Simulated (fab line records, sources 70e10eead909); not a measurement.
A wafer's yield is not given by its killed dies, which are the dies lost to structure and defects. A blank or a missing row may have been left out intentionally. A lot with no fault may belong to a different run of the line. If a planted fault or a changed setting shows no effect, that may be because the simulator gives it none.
Matching of chambers -- flow nand harc -- 4 sister chambers for NHARC_A_STAIRCASE_ETCHBACK_157 on rie diel-11
The step etches the open film in CH3F/O2, target depth 90 nm, time 167.14 s. 20 wafers are shown with their chamber, then 10 later ones without.

WAFERS PAIRED WITH THEIR CHAMBERS
wafer,chamber,drypump motor current A (A),showerhead plenum p Torr (Torr),rf vpp V (V)
L076.1,3,5.69,2.42,244.6
L076.2,2,6.05,2.66,247.6
L076.6,1,5.46,2.32,243.7
L075.3,3,5.70,2.42,243.6
L075.4,0,5.95,2.31,241.0
L075.6,1,5.45,2.32,243.3
L078.1,2,6.04,2.66,247.8
L078.3,0,5.95,2.31,241.4
L078.6,3,5.68,2.42,242.7
L079.4,0,5.92,2.30,241.6
L079.5,0,5.94,2.30,242.1
L079.6,1,5.47,2.32,241.7
L080.1,1,5.47,2.31,243.3
L080.2,2,6.05,2.65,247.9
L080.5,3,5.69,2.41,243.3
L084.2,2,6.05,2.64,248.3
L084.3,3,5.68,2.41,243.9
L084.4,1,5.45,2.31,242.5
L090.2,3,5.68,2.40,244.1
L090.3,2,6.07,2.64,245.6

SIGNATURES (averages over the wafers above)
reading,chamber 0,chamber 1,chamber 2,chamber 3,scatter within a chamber
drypump motor current A,5.9400,5.4600,6.0520,5.6867,0.0106
showerhead plenum p Torr,2.3050,2.3160,2.6500,2.4133,0.00772
rf vpp V,241.525,242.900,247.440,243.700,0.785
Rule: for each reading, subtract the chamber's mean from the wafer's reading, divide by that reading's scatter and square the result; add these up over the readings and take the root, which gives the wafer's distance from the chamber. If the next closest chamber is less than 2 further off than the closest, the wafer can't be placed; otherwise it belongs to the closest. The scatter: take each reading less its chamber's mean, square it, sum over the shown wafers, divide by the number of wafers less the number of chambers, and take the root.

WAFERS WITHOUT THEIR CHAMBER
wafer,drypump motor current A (A),showerhead plenum p Torr (Torr),rf vpp V (V)
L090.5,5.47,2.30,242.2
L091.1,5.95,2.29,244.2
L091.4,5.48,2.30,240.2
L091.6,5.97,2.29,243.0
L096.1,6.07,2.63,248.9
L096.2,5.96,2.28,241.3
L096.5,6.08,2.63,247.5
L096.3,5.69,2.39,243.9
L096.4,5.48,2.29,243.5
L096.6,5.70,2.39,242.4

CHAMBER TAKEN BY EACH
wafer,from the rows above,in truth
L090.5,1,1
L091.1,0,0
L091.4,1,1
L091.6,0,0
L096.1,2,2
L096.2,0,0
L096.5,2,2
L096.3,3,3
L096.4,1,1
L096.6,3,3
10 of 10 placed correctly. Left unplaced by these rows: 0. Number placed wrongly: 0.
